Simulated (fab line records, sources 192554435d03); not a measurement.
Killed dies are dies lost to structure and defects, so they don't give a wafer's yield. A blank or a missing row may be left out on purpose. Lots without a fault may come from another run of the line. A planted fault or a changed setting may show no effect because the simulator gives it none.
Chamber matching | flow n5_finfet | N5_MOL_CONTACT_COAG_VIA_ETCH_117 on rie_diel-03: 4 sister chambers
The step etches SiO2 in C4F6/O2, target depth 40 nm, overetch 8 nm, time 26 s. 4 wafers are shown with their chamber, then 8 later ones without.

WAFERS WITH THEIR CHAMBER
wafer  | chamber | rf_vpp_V (V)
L089.2 | 3       | 1569
L089.3 | 0       | 1614
L089.5 | 2       | 1572
L091.1 | 1       | 1638

WAFERS WITHOUT THEIR CHAMBER
wafer  | rf_vpp_V (V)
L091.2 | 1570
L091.3 | 1571
L093.2 | 1572
L093.3 | 1613
L093.4 | 1640
L094.1 | 1569
L094.5 | 1569
L094.6 | 1574

WHICH CHAMBER EACH WENT THROUGH
wafer  | from the rows above     | in truth
L091.2 | can't be placed: 3 or 2 | 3
L091.3 | can't be placed: 2 or 3 | 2
L093.2 | 2                       | 2
L093.3 | 0                       | 0
L093.4 | 1                       | 1
L094.1 | 3                       | 3
L094.5 | 3                       | 3
L094.6 | 2                       | 2
Placed correctly: 6 of 8. Can't be placed from these rows: 2 (the true chamber is among the candidates in 2). Placed wrongly: 0.
How it was worked out, from the rows above alone: a wafer's distance from a chamber is the root of the sum, over the readings, of the square of ((its reading less the chamber's mean) divided by the reading's scatter). The wafer belongs to the nearest chamber; if the next one is less than 2 further off, it can't be placed. A chamber's mean is the mean of its shown wafers. The scatter: with one shown wafer a chamber, the root of the mean of the squares of how far each hidden wafer lies from its nearest shown one.
